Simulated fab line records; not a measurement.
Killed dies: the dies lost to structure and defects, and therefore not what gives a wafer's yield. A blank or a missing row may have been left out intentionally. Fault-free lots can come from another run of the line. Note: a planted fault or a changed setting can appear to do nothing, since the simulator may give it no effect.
Chamber matching :: flow n5-finfet :: N5_BEOL_M5_ALD_86 on ald-metal-04 has 4 sister chambers
The step deposits TaN, pulse time 2 s, purge time 3 s, co reactant purge time 2 s. 8 wafers are shown with their chamber, then 8 later ones without.

WAFERS PAIRED WITH THEIR CHAMBERS
wafer: L076.3
chamber: 3
heater-power-w (W): 475

wafer: L083.3
chamber: 1
heater-power-w (W): 403

wafer: L083.4
chamber: 2
heater-power-w (W): 416

wafer: L083.5
chamber: 0
heater-power-w (W): 382

wafer: L085.2
chamber: 0
heater-power-w (W): 391

wafer: L085.4
chamber: 2
heater-power-w (W): 416

wafer: L085.5
chamber: 1
heater-power-w (W): 416

wafer: L087.1
chamber: 3
heater-power-w (W): 465

WAFERS WHOSE CHAMBER IS MISSING
wafer: L087.2
heater-power-w (W): 416

wafer: L087.3
heater-power-w (W): 389

wafer: L091.1
heater-power-w (W): 423

wafer: L091.2
heater-power-w (W): 476

wafer: L091.6
heater-power-w (W): 434

wafer: L093.3
heater-power-w (W): 417

wafer: L093.4
heater-power-w (W): 390

wafer: L093.6
heater-power-w (W): 384

EACH ONE'S CHAMBER
wafer: L087.2
from the rows above: can't be placed: 2 or 1
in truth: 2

wafer: L087.3
from the rows above: 0
in truth: 0

wafer: L091.1
from the rows above: can't be placed: 2 or 1
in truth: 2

wafer: L091.2
from the rows above: 3
in truth: 3

wafer: L091.6
from the rows above: can't be placed: 2 or 1
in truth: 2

wafer: L093.3
from the rows above: can't be placed: 2 or 1
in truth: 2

wafer: L093.4
from the rows above: 0
in truth: 0

wafer: L093.6
from the rows above: 0
in truth: 0
Correct placement for 4 of the 8. These rows do not allow placing 4 (true chamber among the candidates in 4). Placed wrongly: 0.
How it was worked out, from the rows above alone: a wafer's distance from a chamber is the root of the sum, over the readings, of the square of ((its reading less the chamber's mean) divided by the reading's scatter). If the next closest chamber is less than 2 further off than the closest, the wafer can't be placed; otherwise it belongs to the closest. For every chamber, the mean is computed from those of its wafers that are shown. The scatter is the square root of a quotient: the sum, over the shown wafers, of each reading's squared deviation from its chamber's mean, divided by wafers minus chambers.
